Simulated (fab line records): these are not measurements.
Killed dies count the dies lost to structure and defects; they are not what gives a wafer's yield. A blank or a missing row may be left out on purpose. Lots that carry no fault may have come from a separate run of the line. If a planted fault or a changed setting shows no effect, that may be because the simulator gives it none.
fab line records | flow n5Finfet | part 1 of 2: steps 1 to 19 of 32
[record] lots = 5 | wafers = 15 | lastDay = 18
route steps=1938 shown HKMG_FIN@401
lots that met no fault: from a run of the same line without faults
startH: the number of hours between the record's first day and the start of the first shown wafer of the lot | waitH: time in hours since the lot's previous step | " unchanged from the row above | L1.1+2: a single row standing in for several wafers | - no value, or no start given | * or withheld: withheld | < > ~ a bound
route shown NAME@n: a module of which the file shows steps, and the number in the route of the first | usual: mean/standard deviation of fault-free wafers | same: alike in all rows | chamber/n: place in a boat | sites: per-site readings | _std_site: their standard deviation | _edge_site: the outer-site mean with the inner-site mean subtracted | radiusMm: for every site, how far away it sits from the centre of the wafer | mask NAME#n: copy n | behind: the last tool/chamber to shape the wafer | hold: reason for holding the lot/hours on hold/outcome of the hold | device: transistor that didn't switch, given as n, p or np | end of line: the tests these same wafers got at the end of their route | where a step has no rows: the recipe by itself | killed: at the first sort, the dies lost to defects and structure; wafer yield is something else | map: a wafer's dies, marking killed ones x, the rest . and places with no die _
set.NAME: the setting as run; set.NAME@STEP: as run at that earlier step | model.NAME: the simulator's own value behind a step, which no gauge read
certain route steps with their lots: each step a table, each wafer a row
services: a tool's chamber out of use, with start hour (startH, from the record's first day; less than 0 if before it), hours out, and reason
[[steps]]
[step N5_HKMG_FIN_DESCUM_53]
[recipe] chemistry = O2 | timeS = 7.9 | sourcePowerW = 50 | biasPowerW = 20 | pressureMtorr = 20 | rfFrequencyHz = 2.712e+07 | tempC = 40 | resist = CAR-ArF | o2FlowSccm = 225
[usual] chamberPressureMTorr = 20.001/0.019 | drypumpMotorCurrentA = 5.5/0.38 | oesProductAu = 0.81/0.076 | rfVppV = 243.6/1.4 | showerheadPlenumPTorr = 2.12/0.082 | throttleValvePct = 20.42/0.23
lot.wafer | tool       | chamber | startH | waitH | chamberPressureMTorr | drypumpMotorCurrentA | oesProductAu | rfHoursCounterH | rfVppV | showerheadPlenumPTorr | throttleValvePct
L077.1    | rieDiel-01 | 2       | 92.29  | 0.0   | 20.008               | 5.2                  | 0.86         | 50              | 244.1  | 2.10                  | 19.88
L077.2    | "          | 3       | "      | "     | 19.988               | 5.7                  | 0.81         | 82              | 243.1  | 2.12                  | 20.68
L077.3    | "          | 0       | "      | "     | 20.023               | 6.0                  | 0.71         | 210             | 240.9  | 1.96                  | 20.56
L080.1    | rieDiel-01 | 0       | 110.79 | 0.0   | 19.969               | 6.0                  | 0.71         | 218             | 240.7  | 1.96                  | 20.56
L080.3    | "          | 3       | "      | "     | 20.013               | 5.8                  | 0.80         | 90              | 243.0  | 2.12                  | 20.69
L080.6    | "          | 2       | "      | "     | 20.008               | 5.1                  | 0.84         | -               | 245.7  | 2.10                  | 19.87
L082.2    | rieDiel-02 | 1       | 122.75 | 0.0   | 19.988               | 4.9                  | 0.82         | 82              | 244.3  | 2.23                  | 20.51
L082.3    | "          | 0       | "      | "     | 19.998               | 4.9                  | 0.79         | 138             | 242.5  | 2.10                  | 20.32
L082.5    | "          | 3       | "      | "     | 20.026               | 5.2                  | 0.77         | -               | 243.8  | 2.12                  | 20.53
L088.1    | rieDiel-01 | 3       | 160.77 | 0.0   | 19.976               | 5.7                  | 0.78         | 110             | 242.5  | 2.11                  | 20.74
L088.2    | "          | 0       | "      | "     | 19.997               | 6.0                  | 0.70         | 237             | 242.7  | 1.96                  | 20.59
L088.6    | "          | 0       | "      | "     | 19.978               | 6.0                  | 0.69         | -               | 242.5  | 1.96                  | 20.61
L093.1    | rieDiel-02 | 3       | 190.62 | 0.0   | 20.026               | 5.2                  | 0.76         | 133             | 244.5  | 2.11                  | 20.55
L093.3    | "          | 0       | "      | "     | 19.985               | 4.9                  | 0.78         | 155             | 244.0  | 2.09                  | 20.39
L093.5    | "          | 2       | "      | "     | 19.996               | 6.3                  | 0.86         | -               | 245.3  | 2.19                  | 20.21
[step N5_HKMG_FIN_ETCH_54]
[recipe] chemistry = CF4 | target = SiARC | targetDepthA = 455 | maskMaterial = CAR-ArF | timeS = 75.8 | ionEnergyEv = 80 | pressureMtorr = 40 | sourceW = 545 | biasW = 36 | Ar_flow_sccm = 100 | cf4FlowSccm = 100 | ends = cleared
[usual] chamberPressureMTorr = 40.00/0.046 | drypumpMotorCurrentA = 5.5/0.38 | etchRfOnTimeS = 76/3.2 | oesProductAu = 0.69/0.067 | rfVppV = 184.5/1.1 | showerheadPlenumPTorr = 2.17/0.073 | throttleValvePct = 15.57/0.23
lot.wafer | tool       | chamber | startH | waitH | chamberPressureMTorr | drypumpMotorCurrentA | etchRfOnTimeS | oesProductAu | rfHoursCounterH | rfVppV | showerheadPlenumPTorr | throttleValvePct
L077.1    | rieDiel-01 | 2       | 92.32  | 0.0   | 39.96                | 5.2                  | 81            | 0.70         | 50              | 184.9  | 2.17                  | 15.17
L077.2    | "          | 3       | "      | "     | 39.98                | 5.7                  | 78            | 0.68         | 82              | 184.8  | 2.18                  | 15.91
L077.3    | "          | 0       | "      | "     | 40.01                | 6.0                  | 76            | 0.61         | 210             | 182.8  | 2.01                  | 15.75
L080.1    | rieDiel-01 | 0       | 110.82 | 0.0   | 39.94                | 6.1                  | 75            | 0.61         | 218             | 183.2  | 2.01                  | 15.76
L080.3    | "          | 3       | "      | "     | 39.93                | 5.7                  | 77            | 0.67         | 90              | 184.2  | 2.18                  | 15.93
L080.6    | "          | 2       | "      | "     | 39.95                | 5.2                  | 80            | 0.69         | -               | 186.5  | 2.17                  | 15.18
L082.2    | rieDiel-02 | 1       | 122.78 | 0.0   | 39.95                | 4.9                  | 82            | 0.67         | 82              | 184.4  | 2.26                  | 15.52
L082.3    | "          | 0       | "      | "     | 40.00                | 4.9                  | 75            | 0.66         | 138             | 184.4  | 2.14                  | 15.49
L082.5    | "          | 3       | "      | "     | 40.01                | 5.2                  | 71            | 0.69         | -               | 184.2  | 2.16                  | 15.68
L088.1    | rieDiel-01 | 3       | 160.80 | 0.0   | 39.99                | 5.7                  | 79            | 0.66         | 110             | 183.2  | 2.17                  | 15.98
L088.2    | "          | 0       | "      | "     | 40.00                | 6.1                  | 78            | 0.59         | 237             | 183.0  | 2.00                  | 15.82
L088.6    | "          | 0       | "      | "     | 39.94                | 6.0                  | 78            | 0.59         | -               | 183.2  | 2.01                  | 15.79
L093.1    | rieDiel-02 | 3       | 190.66 | 0.0   | 40.03                | 5.2                  | 72            | 0.67         | 133             | 182.8  | 2.15                  | 15.71
L093.3    | "          | 0       | "      | "     | 40.06                | 4.9                  | 75            | 0.65         | 155             | 183.3  | 2.13                  | 15.51
L093.5    | "          | 2       | "      | "     | 39.98                | 6.4                  | 77            | 0.72         | -               | 185.1  | 2.26                  | 15.52
[step N5_HKMG_FIN_ETCH_55]
[recipe] chemistry = N2/H2 | target = SOC | targetDepthA = 2400 | tempC = 40 | timeS = 300 | ionEnergyEv = 200 | maskMaterial = SiARC | pressureMtorr = 30 | sourceW = 840 | biasW = 150 | n2FlowSccm = 200 | h2FlowSccm = 200
[usual] chamberPressureMTorr = 30.003/0.026 | drypumpMotorCurrentA = 5.5/0.38 | oesProductAu = 0.81/0.08 | rfVppV = 524.8/2.5 | showerheadPlenumPTorr = 2.58/0.086 | throttleValvePct = 17.9/0.32
lot.wafer | tool       | chamber | startH | waitH | chamberPressureMTorr | drypumpMotorCurrentA | oesProductAu | rfHoursCounterH | rfVppV | showerheadPlenumPTorr | throttleValvePct
L077.1    | rieDiel-01 | 2       | 92.38  | 0.0   | 29.979               | 5.2                  | 0.82         | 50              | 526.1  | 2.60                  | 17.5
L077.2    | "          | 3       | "      | "     | 30.019               | 5.7                  | 0.80         | 82              | 526.0  | 2.57                  | 18.1
L077.3    | "          | 0       | "      | "     | 30.005               | 6.0                  | 0.73         | 210             | 520.9  | 2.42                  | 18.1
L080.1    | rieDiel-01 | 0       | 110.88 | 0.0   | 30.029               | 6.1                  | 0.72         | 219             | 518.0  | 2.42                  | 18.2
L080.3    | "          | 3       | "      | "     | 29.973               | 5.7                  | 0.79         | 90              | 524.1  | 2.56                  | 18.1
L080.6    | "          | 2       | "      | "     | 29.983               | 5.2                  | 0.81         | -               | 524.9  | 2.59                  | 17.5
L082.2    | rieDiel-02 | 1       | 122.84 | 0.0   | 30.019               | 5.0                  | 0.79         | 83              | 528.4  | 2.70                  | 17.9
L082.3    | "          | 0       | "      | "     | 29.994               | 4.9                  | 0.79         | 138             | 523.5  | 2.56                  | 17.9
L082.5    | "          | 3       | "      | "     | 29.977               | 5.2                  | 0.80         | -               | 525.1  | 2.57                  | 18.0
L088.1    | rieDiel-01 | 3       | 160.86 | 0.0   | 30.028               | 5.7                  | 0.78         | 110             | 524.8  | 2.56                  | 18.2
L088.2    | "          | 0       | "      | "     | 29.992               | 6.0                  | 0.70         | 237             | 517.8  | 2.41                  | 18.2
L088.6    | "          | 0       | "      | "     | 30.056               | 6.1                  | 0.71         | -               | 519.8  | 2.41                  | 18.2
L093.1    | rieDiel-02 | 3       | 190.71 | 0.0   | 29.973               | 5.2                  | 0.78         | 133             | 524.3  | 2.57                  | 18.0
L093.3    | "          | 0       | "      | "     | 30.034               | 4.9                  | 0.77         | 155             | 522.8  | 2.56                  | 17.9
L093.5    | "          | 2       | "      | "     | 30.022               | 6.4                  | 0.83         | -               | 528.8  | 2.66                  | 17.5
[step N5_HKMG_FIN_STRIP_56]
[recipe] chemistry = N2/H2 | tempC = 40 | n2FlowSccm = 200 | h2FlowSccm = 200 | rfFrequencyHz = 6e+07
lot.wafer  | tool       | chamber | startH | waitH
L077.1+2+3 | rieDiel-01 | 2,3,0   | 92.56  | 0.1
L080.1+3+6 | rieDiel-01 | 0,3,2   | 111.06 | 0.1
L082.2+3+5 | rieDiel-02 | 1,0,3   | 123.02 | 0.1
L088.1+2+6 | rieDiel-01 | 3,0,0   | 161.04 | 0.1
L093.1+3+5 | rieDiel-02 | 3,0,2   | 190.89 | 0.1
[step N5_HKMG_FIN_STRIP_57]
[recipe] chemistry = CF4 | resist = SiARC | powerW = 300 | biasPowerW = 75 | pressureMtorr = 50 | cf4FlowSccm = 150 | rfFrequencyHz = 6e+07
[usual] chamberPressureMTorr = 49.99/0.046 | drypumpMotorCurrentA = 5.5/0.38 | oesProductAu = 0.80/0.068 | powerW = 300.0/0.95 | rfVppV = 271.6/1.6 | showerheadPlenumPTorr = 1.81/0.059 | throttleValvePct = 13.54/0.23
lot.wafer | tool       | chamber | startH | waitH | chamberPressureMTorr | drypumpMotorCurrentA | oesProductAu | powerW | rfHoursCounterH | rfVppV | showerheadPlenumPTorr | throttleValvePct
L077.1    | rieDiel-01 | 2       | 92.57  | 0.0   | 49.98                | 5.2                  | 0.84         | 299.5  | 50              | 273.3  | 1.82                  | 13.14
L077.2    | "          | 3       | "      | "     | 50.02                | 5.7                  | 0.80         | 299.7  | 82              | 270.8  | 1.84                  | 13.87
L077.3    | "          | 0       | "      | "     | 50.00                | 6.1                  | 0.72         | 299.5  | 211             | 267.4  | 1.68                  | 13.75
L080.1    | rieDiel-01 | 0       | 111.07 | 0.0   | 50.07                | 6.1                  | 0.71         | 299.3  | 219             | 269.4  | 1.68                  | 13.75
L080.3    | "          | 3       | "      | "     | 49.97                | 5.7                  | 0.79         | 299.6  | 90              | 271.1  | 1.83                  | 13.90
L080.6    | "          | 2       | "      | "     | 50.02                | 5.2                  | 0.83         | 299.6  | -               | 271.2  | 1.82                  | 13.16
L082.2    | rieDiel-02 | 1       | 123.03 | 0.0   | 50.03                | 5.0                  | 0.82         | 299.6  | 83              | 273.1  | 1.88                  | 13.43
L082.3    | "          | 0       | "      | "     | 50.05                | 4.9                  | 0.78         | 301.1  | 138             | 272.3  | 1.81                  | 13.50
L082.5    | "          | 3       | "      | "     | 49.98                | 5.2                  | 0.76         | 299.5  | -               | 271.3  | 1.81                  | 13.67
L088.1    | rieDiel-01 | 3       | 161.05 | 0.0   | 49.98                | 5.8                  | 0.77         | 299.3  | 110             | 271.6  | 1.83                  | 13.93
L088.2    | "          | 0       | "      | "     | 50.00                | 6.0                  | 0.70         | 299.5  | 237             | 269.5  | 1.68                  | 13.80
L088.6    | "          | 0       | "      | "     | 49.98                | 6.1                  | 0.69         | 297.8  | -               | 270.1  | 1.68                  | 13.80
L093.1    | rieDiel-02 | 3       | 190.90 | 0.0   | 50.08                | 5.2                  | 0.75         | 300.2  | 133             | 271.5  | 1.80                  | 13.70
L093.3    | "          | 0       | "      | "     | 50.01                | 4.8                  | 0.76         | 299.3  | 155             | 272.2  | 1.80                  | 13.56
L093.5    | "          | 2       | "      | "     | 49.95                | 6.3                  | 0.83         | 300.0  | -               | 275.2  | 1.87                  | 13.40
[step N5_HKMG_FIN_ETCH_58]
[recipe] chemistry = N2/H2 | target = SOC | targetDepthA = 2158 | ionEnergyEv = 50 | biasW = 13 | timeS = 741 | pressureMtorr = 30 | sourceW = 875 | n2FlowSccm = 200 | h2FlowSccm = 200
[usual] chamberPressureMTorr = 30.002/0.027 | drypumpMotorCurrentA = 5.5/0.38 | oesProductAu = 0.81/0.08 | rfVppV = 99.3/0.9 | showerheadPlenumPTorr = 2.58/0.086 | throttleValvePct = 17.8/0.32
lot.wafer | tool       | chamber | startH | waitH | chamberPressureMTorr | drypumpMotorCurrentA | oesProductAu | rfHoursCounterH | rfVppV | showerheadPlenumPTorr | throttleValvePct
L077.1    | rieDiel-01 | 2       | 92.59  | 0.0   | 30.020               | 5.2                  | 0.82         | 50              | 99.4   | 2.60                  | 17.5
L077.2    | "          | 3       | "      | "     | 30.006               | 5.7                  | 0.80         | 82              | 98.0   | 2.57                  | 18.1
L077.3    | "          | 0       | "      | "     | 30.021               | 6.1                  | 0.72         | 211             | 98.3   | 2.42                  | 18.1
L080.1    | rieDiel-01 | 0       | 111.09 | 0.0   | 30.031               | 6.0                  | 0.72         | 219             | 98.5   | 2.42                  | 18.1
L080.3    | "          | 3       | "      | "     | 29.966               | 5.7                  | 0.79         | 90              | 100.5  | 2.56                  | 18.1
L080.6    | "          | 2       | "      | "     | 29.999               | 5.2                  | 0.81         | -               | 98.9   | 2.59                  | 17.5
L082.2    | rieDiel-02 | 1       | 123.05 | 0.0   | 29.966               | 5.0                  | 0.78         | 83              | 99.1   | 2.70                  | 17.8
L082.3    | "          | 0       | "      | "     | 30.014               | 4.8                  | 0.78         | 138             | 98.8   | 2.56                  | 17.8
L082.5    | "          | 3       | "      | "     | 30.037               | 5.2                  | 0.81         | -               | 98.7   | 2.57                  | 17.9
L088.1    | rieDiel-01 | 3       | 161.07 | 0.0   | 30.013               | 5.7                  | 0.77         | 110             | 99.4   | 2.56                  | 18.1
L088.2    | "          | 0       | "      | "     | 30.046               | 6.0                  | 0.70         | 237             | 98.8   | 2.41                  | 18.2
L088.6    | "          | 0       | "      | "     | 29.938               | 6.0                  | 0.69         | -               | 99.2   | 2.41                  | 18.2
L093.1    | rieDiel-02 | 3       | 190.92 | 0.0   | 29.972               | 5.2                  | 0.79         | 133             | 100.1  | 2.57                  | 18.0
L093.3    | "          | 0       | "      | "     | 30.059               | 4.9                  | 0.77         | 155             | 97.6   | 2.56                  | 17.9
L093.5    | "          | 2       | "      | "     | 29.996               | 6.4                  | 0.83         | -               | 100.5  | 2.66                  | 17.5
[step N5_HKMG_FIN_STRIP_93]
[recipe] chemistry = N2/H2 | material = SOC | timeS = 20 | powerW = 500 | tempC = 40 | pressureMtorr = 50 | rfFrequencyHz = 6e+07 | biasPowerW = 8 | h2Frac = 0.5 | n2FlowSccm = 300 | h2FlowSccm = 300
[usual] chamberPressureMTorr = 49.99/0.045 | drypumpMotorCurrentA = 5.5/0.39 | oesProductAu = 0.80/0.08 | powerW = 500.0/1.5 | rfVppV = 54.3/0.86 | showerheadPlenumPTorr = 3.41/0.11 | throttleValvePct = 19.2/0.5
lot.wafer | tool       | chamber | startH | waitH | chamberPressureMTorr | drypumpMotorCurrentA | oesProductAu | powerW | rfHoursCounterH | rfVppV | showerheadPlenumPTorr | throttleValvePct
L077.1    | rieDiel-01 | 2       | 93.01  | 0.2   | 49.93                | 5.2                  | 0.81         | 499.7  | 50              | 56.2   | 3.43                  | 18.7
L077.2    | "          | 3       | "      | "     | 50.03                | 5.7                  | 0.80         | 499.5  | 82              | 55.8   | 3.39                  | 19.7
L077.3    | "          | 0       | "      | "     | 50.04                | 6.0                  | 0.71         | 500.7  | 211             | 53.6   | 3.20                  | 19.4
L080.1    | rieDiel-01 | 0       | 111.52 | 0.2   | 49.94                | 6.1                  | 0.71         | 501.3  | 219             | 54.2   | 3.20                  | 19.4
L080.3    | "          | 3       | "      | "     | 50.03                | 5.7                  | 0.80         | 501.2  | 91              | 55.5   | 3.39                  | 19.7
L080.6    | "          | 2       | "      | "     | 50.04                | 5.2                  | 0.81         | 500.1  | -               | 54.6   | 3.42                  | 18.7
L082.2    | rieDiel-02 | 1       | 123.47 | 0.2   | 49.95                | 5.0                  | 0.80         | 497.7  | 83              | 53.4   | 3.56                  | 19.1
L082.3    | "          | 0       | "      | "     | 49.95                | 4.9                  | 0.78         | 501.5  | 139             | 54.9   | 3.39                  | 19.1
L082.5    | "          | 3       | "      | "     | 50.02                | 5.2                  | 0.80         | 501.1  | -               | 53.2   | 3.40                  | 19.1
L088.1    | rieDiel-01 | 3       | 161.50 | 0.2   | 49.99                | 5.8                  | 0.78         | 498.3  | 110             | 54.2   | 3.38                  | 19.7
L088.2    | "          | 0       | "      | "     | 49.95                | 6.1                  | 0.69         | 499.6  | 237             | 53.8   | 3.19                  | 19.4
L088.6    | "          | 0       | "      | "     | 50.01                | 6.1                  | 0.69         | 497.4  | -               | 52.8   | 3.19                  | 19.4
L093.1    | rieDiel-02 | 3       | 191.35 | 0.2   | 49.98                | 5.2                  | 0.79         | 500.6  | 134             | 54.6   | 3.39                  | 19.2
L093.3    | "          | 0       | "      | "     | 50.02                | 4.9                  | 0.75         | 498.2  | 155             | 54.5   | 3.38                  | 19.2
L093.5    | "          | 2       | "      | "     | 49.94                | 6.4                  | 0.83         | 500.1  | -               | 55.3   | 3.51                  | 18.5
[step N5_HKMG_FIN_WET_ETCH_76]
[recipe] chemistry = dNH4OH | mix = 1:50 | tempC = 25 | target = Al2O3 | stopOn = La2O3 | targetDepthNm = 2.25 | dry = ipaMarangoni | rinseTimeS = 30 | rinseTempC = 23
lot.wafer  | tool        | chamber | startH | waitH
L077.1+2+3 | wetBench-01 | 4,5,2   | 93.10  | 0.1
L080.1+3+6 | wetBench-01 | 2,6,4   | 111.60 | 0.1
L082.2+3+5 | wetBench-04 | 0,1,3   | 123.59 | 0.1
L088.1+2+6 | wetBench-01 | 0,4,7   | 161.58 | 0.1
L093.1+3+5 | wetBench-01 | 5,6,1   | 191.43 | 0.1
[step N5_HKMG_FIN_STRIP_60]
[recipe] chemistry = N2/H2 | powerW = 2500 | tempC = 300 | h2Frac = 0.65 | timeS = 360 | pressureMtorr = withheld | n2FlowSccm = 1750 | h2FlowSccm = 3250
[usual] drypumpMotorCurrentA = 5.7/0.31 | heaterPowerW = 495/16
lot.wafer | tool           | chamber | startH | waitH | drypumpMotorCurrentA | heaterPowerW | rfHoursCounterH
L077.1    | plasmaAsher-02 | 1       | 93.17  | 0.0   | 6.1                  | 488          | 41
L077.2    | "              | 0       | "      | "     | 5.7                  | 465          | 41
L077.3    | "              | 1       | "      | "     | 6.1                  | 497          | -
L080.1    | plasmaAsher-02 | 0       | 111.67 | 0.0   | 5.7                  | 473          | 45
L080.3    | "              | 0       | "      | "     | 5.7                  | 474          | -
L080.6    | "              | 1       | "      | "     | 6.1                  | 512          | -
L082.2    | plasmaAsher-01 | 0       | 123.66 | 0.0   | 5.3                  | 500          | 86
L082.3    | "              | 0       | "      | "     | 5.3                  | 509          | -
L082.5    | "              | 0       | "      | "     | 5.3                  | 520          | -
L088.1    | plasmaAsher-01 | 1       | 161.65 | 0.0   | 5.4                  | 500          | 93
L088.2    | "              | 0       | "      | "     | 5.3                  | 510          | 93
L088.6    | "              | 1       | "      | "     | 5.5                  | 495          | -
L093.1    | plasmaAsher-01 | 1       | 191.50 | 0.0   | 5.5                  | 505          | 99
L093.3    | "              | 0       | "      | "     | 5.3                  | 520          | -
L093.5    | "              | 0       | "      | "     | 5.3                  | 510          | -
[step N5_HKMG_FIN_WET_ETCH_77]
[recipe] chemistry = dHCl | mix = 1:10000 | tempC = 25 | target = La2O3 | stopOn = HfO2 | targetDepthNm = 2
lot.wafer  | tool        | chamber | startH | waitH
L077.1+2+3 | wetBench-02 | 6,1,4   | 93.55  | 0.3
L080.1+3+6 | wetBench-02 | 1,3,0   | 112.05 | 0.3
L082.2+3+5 | wetBench-02 | 1,6,5   | 124.04 | 0.3
L088.1+2+6 | wetBench-02 | 0,7,5   | 162.03 | 0.3
L093.1+3+5 | wetBench-01 | 6,4,7   | 191.89 | 0.3
[step N5_HKMG_FIN_WET_ETCH_78]
[recipe] chemistry = dNH4OH | mix = 1:50 | tempC = 25 | target = Al2O3 | stopOn = La2O3 | targetDepthNm = 4.5 | dry = ipaMarangoni | rinseTimeS = 30 | rinseTempC = 23
lot.wafer  | tool        | chamber | startH | waitH
L077.1+2+3 | wetBench-02 | 6,1,4   | 93.58  | 0.0
L080.1+3+6 | wetBench-02 | 1,3,0   | 112.08 | 0.0
L082.2+3+5 | wetBench-02 | 1,6,5   | 124.07 | 0.0
L088.1+2+6 | wetBench-02 | 0,7,5   | 162.06 | 0.0
L093.1+3+5 | wetBench-01 | 6,4,7   | 191.92 | 0.0
[step N5_HKMG_FIN_ALD_79]
[recipe] material = TiN | targetThkA = 15 | tempC = 400 | aldPrecursorFamily = TiCl4 | aldCoReactant = NH3 | pulseTimeS = 1 | purgeTimeS = 3 | coReactantPurgeTimeS = 2 | coReactantPulseTimeS = 2 | aldCycles = 68 | pressureTorr = 3
[usual] heaterPowerW = 879/130 | precursorPulseHeightRel = 0.998/0.019
lot.wafer | tool        | chamber | startH | waitH | heaterPowerW | precursorPulseHeightRel
L077.1    | aldMetal-01 | 3       | 93.65  | 0.0   | 813          | 0.967
L077.2    | "           | 2       | "      | "     | 999          | 1.000
L077.3    | "           | 0       | "      | "     | 856          | 0.971
L080.1    | aldMetal-03 | 1       | 112.15 | 0.0   | 1071         | 0.973
L080.3    | "           | 2       | "      | "     | 966          | 0.985
L080.6    | "           | 0       | "      | "     | 698          | 0.992
L082.2    | aldMetal-03 | 0       | 124.14 | 0.0   | 718          | 1.004
L082.3    | "           | 3       | "      | "     | 785          | 1.024
L082.5    | "           | 2       | "      | "     | 941          | 0.981
L088.1    | aldMetal-03 | 0       | 162.13 | 0.0   | 705          | 1.003
L088.2    | "           | 1       | "      | "     | 1069         | 0.998
L088.6    | "           | 3       | "      | "     | 780          | 0.992
L093.1    | aldMetal-03 | 3       | 191.99 | 0.0   | 783          | 1.000
L093.3    | "           | 2       | "      | "     | 950          | 1.020
L093.5    | "           | 1       | "      | "     | 1041         | 0.993
[step N5_HKMG_FIN_CVD_62]
[recipe] material = a-Si | targetThkA = 30 | tempC = 500 | precursor = Si2H6 | pressureTorr = 1 | timeS = 20.8
[usual] heaterPowerW = 1336/160
lot.wafer | tool            | chamber | startH | waitH | heaterPowerW
L077.1    | thermalCvdSi-02 | 1       | 94.02  | 0.2   | 1541
L077.2    | "               | 0       | "      | "     | 1413
L077.3    | "               | 2       | "      | "     | 1257
L080.1    | thermalCvdSi-01 | 0       | 112.52 | 0.2   | 1488
L080.3    | "               | 1       | "      | "     | 1057
L080.6    | "               | 2       | "      | "     | 1304
L082.2    | thermalCvdSi-01 | 2       | 124.51 | 0.2   | 1263
L082.3    | "               | 0       | "      | "     | 1465
L082.5    | "               | 0       | "      | "     | 1456
L088.1    | thermalCvdSi-01 | 2       | 162.50 | 0.2   | 1276
L088.2    | "               | 0       | "      | "     | 1451
L088.6    | "               | 0       | "      | "     | 1465
L093.1    | thermalCvdSi-02 | 2       | 192.35 | 0.2   | 1265
L093.3    | "               | 0       | "      | "     | 1446
L093.5    | "               | 1       | "      | "     | 1512
[step N5_HKMG_FIN_RTA_80]
[recipe] tempC = withheld | timeS = 2 | ambient = N2 | idleTempC = 600 | rampUpCPerS = 150 | rampDownCPerS = 60 | coolToC = 600
lot.wafer  | tool         | chamber | startH | waitH
L077.1+2+3 | rtpAnneal-01 | 0       | 94.30  | 0.2
L080.1+3+6 | rtpAnneal-01 | 0       | 112.71 | 0.1
L082.2+3+5 | rtpAnneal-01 | 0       | 124.76 | 0.2
L088.1+2+6 | rtpAnneal-02 | 0       | 162.63 | 0.1
L093.1+3+5 | rtpAnneal-01 | 0       | 192.48 | 0.1
[step N5_HKMG_FIN_PRECLEAN_64]
[recipe] chemistry = dHF | timeS = 30 | tempC = 25 | dilution = withheld
lot.wafer  | tool        | chamber | startH | waitH
L077.1+2+3 | wetBench-02 | 0,7,5   | 94.46  | 0.1
L080.1+3+6 | wetBench-04 | 2,5,6   | 112.86 | 0.1
L082.2+3+5 | wetBench-02 | 2,1,5   | 124.90 | 0.1
L088.1+2+6 | wetBench-02 | 2,1,5   | 162.78 | 0.1
L093.1+3+5 | wetBench-01 | 0,7,4   | 192.63 | 0.1
[step N5_HKMG_FIN_WET_ETCH_65]
[recipe] chemistry = TMAH | tempC = 70 | concWtPct = 5 | target = a-Si | stopOn = TiN | timeS = 49 | targetDepthNm = 3
lot.wafer  | tool        | chamber | startH | waitH
L077.1+2+3 | wetBench-02 | 0,7,5   | 94.47  | 0.0
L080.1+3+6 | wetBench-04 | 2,5,6   | 112.87 | 0.0
L082.2+3+5 | wetBench-02 | 2,1,5   | 124.91 | 0.0
L088.1+2+6 | wetBench-02 | 2,1,5   | 162.79 | 0.0
L093.1+3+5 | wetBench-01 | 0,7,4   | 192.64 | 0.0
[step N5_HKMG_FIN_WET_ETCH_81]
[recipe] chemistry = SC1 | target = TiN | stopOn = HfO2 | mix = 1:1:5 | tempC = 60 | timeS = 57 | targetDepthNm = 6
lot.wafer  | tool        | chamber | startH | waitH
L077.1+2+3 | wetBench-02 | 0,7,5   | 94.49  | 0.0
L080.1+3+6 | wetBench-04 | 2,5,6   | 112.88 | 0.0
L082.2+3+5 | wetBench-02 | 2,1,5   | 124.93 | 0.0
L088.1+2+6 | wetBench-02 | 2,1,5   | 162.80 | 0.0
L093.1+3+5 | wetBench-01 | 0,7,4   | 192.66 | 0.0
[step N5_HKMG_FIN_WET_ETCH_82]
[recipe] chemistry = dHCl | mix = 1:10000 | tempC = 25 | target = La2O3 | stopOn = HfO2 | targetDepthNm = 2 | dry = ipaMarangoni | rinseTimeS = 30 | rinseTempC = 23
lot.wafer  | tool        | chamber | startH | waitH
L077.1+2+3 | wetBench-02 | 0,7,5   | 94.52  | 0.0
L080.1+3+6 | wetBench-04 | 2,5,6   | 112.92 | 0.0
L082.2+3+5 | wetBench-02 | 2,1,5   | 124.96 | 0.0
L088.1+2+6 | wetBench-02 | 2,1,5   | 162.83 | 0.0
L093.1+3+5 | wetBench-01 | 0,7,4   | 192.69 | 0.0
[step N5_HKMG_FIN_ALD_36]
[recipe] material = TiN | targetThkA = 10 | tempC = 400 | aldPrecursorFamily = TiCl4 | aldCoReactant = NH3 | pulseTimeS = 1 | purgeTimeS = 3 | coReactantPurgeTimeS = 2 | coReactantPulseTimeS = 2 | aldCycles = 47 | pressureTorr = 3
[usual] heaterPowerW = 884/140 | precursorPulseHeightRel = 1.000/0.021
lot.wafer | tool        | chamber | startH | waitH | heaterPowerW | precursorPulseHeightRel
L077.1    | aldMetal-03 | 3       | 94.58  | 0.0   | 788          | 0.978
L077.2    | "           | 0       | "      | "     | 730          | 1.003
L077.3    | "           | 1       | "      | "     | 1038         | 0.970
L080.1    | aldMetal-01 | 1       | 112.98 | 0.0   | 962          | 1.009
L080.3    | "           | 2       | "      | "     | 1001         | 0.991
L080.6    | "           | 2       | "      | "     | 1032         | 1.024
L082.2    | aldMetal-01 | 2       | 125.02 | 0.0   | 1030         | 1.035
L082.3    | "           | 1       | "      | "     | 978          | 1.013
L082.5    | "           | 3       | "      | "     | 817          | 1.009
L088.1    | aldMetal-03 | 1       | 162.89 | 0.0   | 1076         | 0.986
L088.2    | "           | 3       | "      | "     | 778          | 0.960
L088.6    | "           | 2       | "      | "     | 959          | 0.979
L093.1    | aldMetal-01 | 1       | 192.75 | 0.0   | 951          | 0.994
L093.3    | "           | 3       | "      | "     | 807          | 0.978
L093.5    | "           | 2       | "      | "     | 1040         | 1.027
